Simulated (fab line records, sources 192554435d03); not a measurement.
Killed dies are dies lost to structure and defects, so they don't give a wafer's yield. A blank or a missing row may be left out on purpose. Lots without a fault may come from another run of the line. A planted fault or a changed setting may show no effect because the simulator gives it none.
Chamber matching | flow n5_finfet | N5_BEOL_M0_SAQP_STRIP_108 on rie_diel-05: 4 sister chambers
The step strips in N2/H2. 4 wafers are shown with their chamber, then 10 later ones without.

WAFERS WITH THEIR CHAMBER
wafer  | chamber | showerhead_plenum_p_Torr (Torr)
L084.6 | 2       | 3.55
L085.2 | 1       | 3.54
L089.1 | 3       | 3.26
L089.4 | 0       | 3.55

WAFERS WITHOUT THEIR CHAMBER
wafer  | showerhead_plenum_p_Torr (Torr)
L089.6 | 3.54
L093.2 | 3.25
L093.3 | 3.54
L093.4 | 3.55
L094.3 | 3.53
L094.5 | 3.55
L094.6 | 3.25
L097.3 | 3.54
L097.4 | 3.54
L097.5 | 3.53

WHICH CHAMBER EACH WENT THROUGH
wafer  | from the rows above          | in truth
L089.6 | can't be placed: 1 or 0 or 2 | 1
L093.2 | 3                            | 3
L093.3 | can't be placed: 1 or 0 or 2 | 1
L093.4 | can't be placed: 0 or 2 or 1 | 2
L094.3 | can't be placed: 1 or 0 or 2 | 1
L094.5 | can't be placed: 0 or 2 or 1 | 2
L094.6 | 3                            | 3
L097.3 | can't be placed: 1 or 0 or 2 | 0
L097.4 | can't be placed: 1 or 0 or 2 | 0
L097.5 | can't be placed: 1 or 0 or 2 | 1
Placed correctly: 2 of 10. Can't be placed from these rows: 8 (the true chamber is among the candidates in 8). Placed wrongly: 0.
How it was worked out, from the rows above alone: a wafer's distance from a chamber is the root of the sum, over the readings, of the square of ((its reading less the chamber's mean) divided by the reading's scatter). The wafer belongs to the nearest chamber; if the next one is less than 2 further off, it can't be placed. A chamber's mean is the mean of its shown wafers. The scatter: with one shown wafer a chamber, the root of the mean of the squares of how far each hidden wafer lies from its nearest shown one.
